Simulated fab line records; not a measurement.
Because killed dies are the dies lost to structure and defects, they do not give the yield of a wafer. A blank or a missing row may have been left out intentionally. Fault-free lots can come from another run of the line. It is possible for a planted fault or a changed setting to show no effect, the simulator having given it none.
Which tool was responsible? | flow n5Finfet | 8 lots, 24 wafers sampled, at 6 steps of a route of 1938

WHAT THE GAUGES READ, wafer by wafer
N5_BEOL_M4_RC_MEAS_101. Usual: DIBL_N 35.9 mV/V, standard deviation 1.2; DIBL_P 35.9 mV/V, standard deviation 1.4; IOFF_N 0.149 nA/um, standard deviation 0.02; IOFF_P 0.205 nA/um, standard deviation 0.022; ION_N 671 uA/um, standard deviation 8.8; ION_P 461 uA/um, standard deviation 5.9; SS_N 71.4 mV/dec, standard deviation 0.51; SS_P 73.2 mV/dec, standard deviation 0.56; VT_N 250.6 mV, standard deviation 2.5; VT_P -250.1 mV, standard deviation 2.3.
lot  | measured     | on        | DIBL_N (mV/V)  | DIBL_P (mV/V)  | IOFF_N (nA/um)    | IOFF_P (nA/um)    | ION_N (uA/um) | ION_P (uA/um) | SS_N (mV/dec)  | SS_P (mV/dec)  | VT_N (mV)         | VT_P (mV)            | flag
L594 | day 9 22:42  | prober-01 | 35.4 33.3 34.8 | 34.4 32.3 34.4 | 0.140 0.110 0.138 | 0.211 0.177 0.211 | 667 657 667   | 460 453 460   | 71.2 70.9 70.9 | 73.0 72.9 72.8 | 250.7 254.6 249.5 | -247.5 -249.7 -247.5 | 
L598 | day 11 06:32 | prober-01 | 35.2 36.3 35.7 | 35.3 36.9 36.8 | 0.126 0.146 0.137 | 0.174 0.195 0.201 | 666 674 667   | 451 460 464   | 71.1 72.0 71.2 | 72.8 73.3 73.7 | 252.4 251.7 254.8 | -251.1 -251.5 -249.2 | 
L599 | day 11 13:14 | prober-01 | 37.7 35.8 34.8 | 37.6 34.8 33.9 | 0.175 0.132 0.124 | 0.237 0.182 0.183 | 677 656 663   | 463 456 462   | 71.7 70.9 71.2 | 73.6 72.5 72.8 | 248.1 253.0 251.9 | -246.1 -252.9 -248.7 | 
L604 | day 12 05:19 | prober-02 | 35.5 34.5 36.6 | 33.2 31.5 34.0 | 0.119 0.107 0.129 | 0.190 0.169 0.198 | 652 653 656   | 458 462 460   | 70.8 70.2 70.9 | 71.9 71.6 71.9 | 253.3 254.1 253.5 | -250.8 -251.5 -250.2 | 
L605 | day 12 20:46 | prober-02 | 33.5 35.2 34.5 | 33.7 35.4 34.5 | 0.108 0.131 0.119 | 0.159 0.183 0.166 | 654 670 658   | 454 462 451   | 71.1 71.8 70.7 | 73.4 73.5 72.6 | 256.5 252.5 253.0 | -254.7 -251.4 -255.3 | 
L607 | day 12 23:56 | prober-01 | 37.0 36.0 34.1 | 36.8 36.0 34.7 | 0.170 0.155 0.130 | 0.199 0.202 0.176 | 677 671 678   | 458 464 464   | 72.5 71.8 70.8 | 72.5 73.2 72.4 | 248.1 248.7 250.4 | -249.3 -251.8 -251.6 | 
L614 | day 14 11:42 | prober-01 | 34.6 37.2 34.8 | 33.9 36.8 34.6 | 0.118 0.165 0.129 | 0.166 0.211 0.175 | 658 676 665   | 451 461 456   | 71.4 71.7 71.1 | 72.5 73.7 72.6 | 255.1 248.7 254.3 | -253.8 -246.3 -252.8 | 
L615 | day 16 00:40 | prober-02 | 37.5 36.5 36.1 | 35.7 34.1 34.7 | 0.171 0.145 0.144 | 0.244 0.216 0.222 | 680 664 673   | 473 461 470   | 71.2 71.5 71.0 | 74.4 74.0 73.2 | 247.1 249.7 249.8 | -247.2 -248.4 -246.4 | 

N5_BEOL_M11_OCD_MEAS_38. Usual: trenchDepthNm at 148.6 nm, with a standard deviation of 2.
lot  | measured     | on     | trenchDepthNm (nm) | flag
L594 | day 12 16:50 | ocd-02 | 150.0 148.2 150.9  | 
L598 | day 13 18:30 | ocd-02 | 146.3 146.4 150.4  | 
L599 | day 13 23:28 | ocd-01 | 148.0 147.7 151.5  | 
L604 | day 14 22:01 | ocd-02 | 148.1 148.3 144.5  | 
L605 | day 15 09:02 | ocd-01 | 0.0 0.3 0          | OFF
L607 | day 15 08:36 | ocd-01 | 0.2 0 0            | OFF
L614 | day 16 17:32 | ocd-02 | 150.1 152.1 148.6  | 
L615 | day 18 22:44 | ocd-01 | 148.1 147.1 145.7  | 

WHAT TOOL EACH LOT RAN ON (gives the tool, then ch and the chambers of the sampled wafers, and finally the start)
lot  | N5_BEOL_M11_ETCH_65               | N5_BEOL_M11_VIA_ETCH_34           | N5_BEOL_M11_TRENCH_ETCH_37        | N5_BEOL_M11_STRIP_77
L594 | rieDiel-01 ch 0,1,2, day 12 16:23 | rieDiel-01 ch 0,1,2, day 12 16:33 | rieDiel-01 ch 0,1,2, day 12 16:39 | rieDiel-01 ch 0,1,2, day 12 16:50 or earlier
L598 | rieDiel-02 ch 0,1, day 13 18:02   | rieDiel-02 ch 0,1, day 13 18:13   | rieDiel-02 ch 0,1, day 13 18:19   | rieDiel-02 ch 0,1, day 13 18:30 or earlier
L599 | rieDiel-02 ch 0,1,3, day 13 22:59 | rieDiel-02 ch 0,1,3, day 13 23:10 | rieDiel-02 ch 0,1,3, day 13 23:16 | rieDiel-02 ch 0,1,3, day 13 23:28 or earlier
L604 | rieDiel-01 ch 2,3, day 14 21:34   | rieDiel-01 ch 2,3, day 14 21:44   | rieDiel-01 ch 2,3, day 14 21:50   | rieDiel-01 ch 2,3, day 14 22:01 or earlier
L605 | rieDiel-01 ch 0,1,3, day 15 08:34 | rieDiel-01 ch 0,1,3, day 15 08:44 | rieDiel-01 ch 0,1,3, day 15 08:51 | rieDiel-01 ch 0,1,3, day 15 09:02 or earlier
L607 | rieDiel-04 ch 0,1,3, day 15 08:08 | rieDiel-04 ch 0,1,3, day 15 08:19 | rieDiel-04 ch 0,1,3, day 15 08:25 | rieDiel-04 ch 0,1,3, day 15 08:36 or earlier
L614 | rieDiel-04 ch 1,2,3, day 16 17:04 | rieDiel-04 ch 1,2,3, day 16 17:15 | rieDiel-04 ch 1,2,3, day 16 17:21 | rieDiel-04 ch 1,2,3, day 16 17:32 or earlier
L615 | rieDiel-02 ch 1,2,3, day 18 22:17 | rieDiel-02 ch 1,2,3, day 18 22:27 | rieDiel-02 ch 1,2,3, day 18 22:34 | rieDiel-02 ch 1,2,3, day 18 22:44 or earlier
- N5_BEOL_M11_ETCH_65: etches SiARC in CF4, target depth 39 nm, time 65 s.
- N5_BEOL_M11_VIA_ETCH_34: etches SiCOH lowk in C4F6/O2, target depth 184.5 nm, time 69.2 s.
- N5_BEOL_M11_TRENCH_ETCH_37: etches SiCOH lowk in C4F6/O2, target depth 148.83 nm, time 48 s.
- N5_BEOL_M11_STRIP_77: strips in N2/H2, time 10 s.

AS READ BY THE TOOLS THEMSELVES (means over the sampled wafers that have a number; for cases with no such wafer, the mark the record gives instead)
N5_BEOL_M11_ETCH_65. Usual: biasW 36.02 W, standard deviation 0.11; cf4FlowSccm 100.0 sccm, standard deviation 0.31; drypumpMotorCurrentA 5.7 A, standard deviation 0.47; etchRfOnTimeS 65.0 s, standard deviation 1; oesProductAu 0.69 a.u., standard deviation 0.066; rfVppV 183.9 V, standard deviation 1.3; showerheadPlenumPTorr 2.14 Torr, standard deviation 0.085; throttleValvePct 15.54 %, standard deviation 0.23.
lot  | tool       | biasW (W) | cf4FlowSccm (sccm) | drypumpMotorCurrentA (A) | etchRfOnTimeS (s) | oesProductAu (a.u.) | rfVppV (V) | showerheadPlenumPTorr (Torr) | throttleValvePct (%) | flag
L594 | rieDiel-01 | 36.01     | 100.0              | 6.0                      | 65.4              | 0.70                | 184.3      | 2.24                         | 15.52                | 
L598 | rieDiel-02 | 36.14     | 99.9               | 5.1                      | 65.4              | 0.73                | 184.0      | 2.12                         | 15.52                | 
L599 | rieDiel-02 | 35.86     | 100.1              | 5.5                      | 64.5              | 0.71                | 184.2      | 2.14                         | 15.48                | 
L604 | rieDiel-01 | 36.03     | 99.6               | 5.8                      | 65.1              | 0.68                | 185.5      | 2.24                         | 15.43                | 
L605 | rieDiel-01 | 35.97     | 100.2              | 5.8                      | 66.3              | 0.63                | 184.9      | 2.21                         | 15.81                | 
L607 | rieDiel-04 | 35.95     | 100.0              | 5.7                      | 65.1              | 0.63                | 183.0      | 2.05                         | 15.64                | 
L614 | rieDiel-04 | 36.04     | 99.7               | 6.0                      | 64.2              | 0.68                | 183.2      | 2.09                         | 15.47                | 
L615 | rieDiel-02 | 35.93     | 100.3              | 5.5                      | 65.0              | 0.69                | 183.5      | 2.13                         | 15.44                | 

N5_BEOL_M11_VIA_ETCH_34. Usual: C4F6_flow_sccm 10.00 sccm, standard deviation 0.032; O2_flow_sccm 10.00 sccm, standard deviation 0.031; drypumpMotorCurrentA 5.7 A, standard deviation 0.47; oesProductAu 0.81 a.u., standard deviation 0.078; rfVppV 666 V, standard deviation 5.3; showerheadPlenumPTorr 2.85 Torr, standard deviation 0.11; throttleValvePct 20.84 %, standard deviation 0.24.
lot  | tool       | C4F6_flow_sccm (sccm) | O2_flow_sccm (sccm) | drypumpMotorCurrentA (A) | oesProductAu (a.u.) | rfVppV (V) | showerheadPlenumPTorr (Torr) | throttleValvePct (%) | flag
L594 | rieDiel-01 | 9.98                  | 9.96                | 6.0                      | 0.83                | 666        | 2.99                         | 20.81                | 
L598 | rieDiel-02 | 9.98                  | 9.98                | 5.1                      | 0.85                | 669        | 2.82                         | 20.86                | 
L599 | rieDiel-02 | 9.98                  | 10.01               | 5.6                      | 0.83                | 670        | 2.85                         | 20.80                | 
L604 | rieDiel-01 | 10.00                 | 10.01               | 5.9                      | 0.80                | 670        | 2.97                         | 20.67                | 
L605 | rieDiel-01 | 10.02                 | 10.03               | 5.8                      | 0.74                | 666        | 2.95                         | 21.11                | 
L607 | rieDiel-04 | 9.99                  | 9.99                | 5.7                      | 0.74                | 664        | 2.73                         | 20.94                | 
L614 | rieDiel-04 | 10.01                 | 10.00               | 6.0                      | 0.79                | 667        | 2.78                         | 20.76                | 
L615 | rieDiel-02 | 10.01                 | 9.99                | 5.5                      | 0.81                | 664        | 2.83                         | 20.71                | 

N5_BEOL_M11_TRENCH_ETCH_37. Usual: C4F6_flow_sccm 10.00 sccm, standard deviation 0.03; O2_flow_sccm 9.997 sccm, standard deviation 0.029; drypumpMotorCurrentA 5.7 A, standard deviation 0.47; oesProductAu 0.81 a.u., standard deviation 0.077; rfVppV 666 V, standard deviation 5.3; showerheadPlenumPTorr 2.85 Torr, standard deviation 0.11; throttleValvePct 20.86 %, standard deviation 0.24.
lot  | tool       | C4F6_flow_sccm (sccm) | O2_flow_sccm (sccm) | drypumpMotorCurrentA (A) | oesProductAu (a.u.) | rfVppV (V) | showerheadPlenumPTorr (Torr) | throttleValvePct (%) | flag
L594 | rieDiel-01 | 10.00                 | 9.993               | 6.0                      | 0.83                | 665        | 2.99                         | 20.84                | 
L598 | rieDiel-02 | 10.02                 | 9.985               | 5.1                      | 0.85                | 669        | 2.82                         | 20.89                | 
L599 | rieDiel-02 | 9.98                  | 9.980               | 5.6                      | 0.83                | 670        | 2.85                         | 20.84                | 
L604 | rieDiel-01 | 9.99                  | 9.972               | 5.8                      | 0.80                | 670        | 2.97                         | 20.69                | 
L605 | rieDiel-01 | -                     | -                   | -                        | -                   | -          | -                            | -                    | OFF
L607 | rieDiel-04 | -                     | -                   | -                        | -                   | -          | -                            | -                    | OFF
L614 | rieDiel-04 | 9.99                  | 10.010              | 6.0                      | 0.80                | 667        | 2.78                         | 20.79                | 
L615 | rieDiel-02 | 10.03                 | 9.989               | 5.5                      | 0.80                | 663        | 2.83                         | 20.73                | 

N5_BEOL_M11_STRIP_77. Usual: drypumpMotorCurrentA 5.7 A, standard deviation 0.47; n2FlowSccm 199.9 sccm, standard deviation 0.63; oesProductAu 0.81 a.u., standard deviation 0.078; rfVppV 59.3 V, standard deviation 0.86; showerheadPlenumPTorr 2.54 Torr, standard deviation 0.11; throttleValvePct 23.6 %, standard deviation 0.32.
lot  | tool       | drypumpMotorCurrentA (A) | n2FlowSccm (sccm) | oesProductAu (a.u.) | rfVppV (V) | showerheadPlenumPTorr (Torr) | throttleValvePct (%) | flag
L594 | rieDiel-01 | 6.0                      | 199.7             | 0.84                | 60.0       | 2.67                         | 23.6                 | 
L598 | rieDiel-02 | 5.1                      | 200.4             | 0.86                | 59.6       | 2.51                         | 23.4                 | 
L599 | rieDiel-02 | 5.6                      | 199.9             | 0.84                | 59.2       | 2.53                         | 23.4                 | 
L604 | rieDiel-01 | 5.8                      | 199.9             | 0.81                | 59.7       | 2.67                         | 23.5                 | 
L605 | rieDiel-01 | 5.8                      | 200.2             | 0.74                | 58.3       | 2.63                         | 24.0                 | 
L607 | rieDiel-04 | 5.7                      | 199.7             | 0.74                | 59.5       | 2.43                         | 23.8                 | 
L614 | rieDiel-04 | 6.0                      | 199.9             | 0.79                | 59.2       | 2.48                         | 23.6                 | 
L615 | rieDiel-02 | 5.5                      | 199.8             | 0.81                | 58.9       | 2.52                         | 23.3                 | 

THE ANSWER, worked out from the rows above alone
Rule: a lot counts as off when the mean over its wafers that have a number is more than 3 standard deviations away from the usual mean. Also off: a lot with no number at a reading for which 4 or more lots have one. Any other lot the step has rows for is counted as sound. After the gauges, taken in route order, come the tools' own readings; for these a lot's mean is taken, as printed above. The first step at which some lot is off is used, and at that step the reading that is off furthest; a lot without a number counts as furthest.
Off at N5_BEOL_M11_OCD_MEAS_38 (trenchDepthNm): L605, L607.
If a tool, at a process step before that reading, ran all the lots that are off and no sound lot after the first of them, it fits. Not tried: the gauges at N5_BEOL_M11_OCD_MEAS_38; whatever is off there is also off at N5_BEOL_M11_TRENCH_ETCH_37, on other tools, and gauge error can't account for it. N5_BEOL_M11_STRIP_77 gives no start for some lots, so the hours and the order of its lots are those of N5_BEOL_M11_OCD_MEAS_38. Of those tried, none fits.

WHAT HAD BEEN PUT IN BY THE SIMULATOR
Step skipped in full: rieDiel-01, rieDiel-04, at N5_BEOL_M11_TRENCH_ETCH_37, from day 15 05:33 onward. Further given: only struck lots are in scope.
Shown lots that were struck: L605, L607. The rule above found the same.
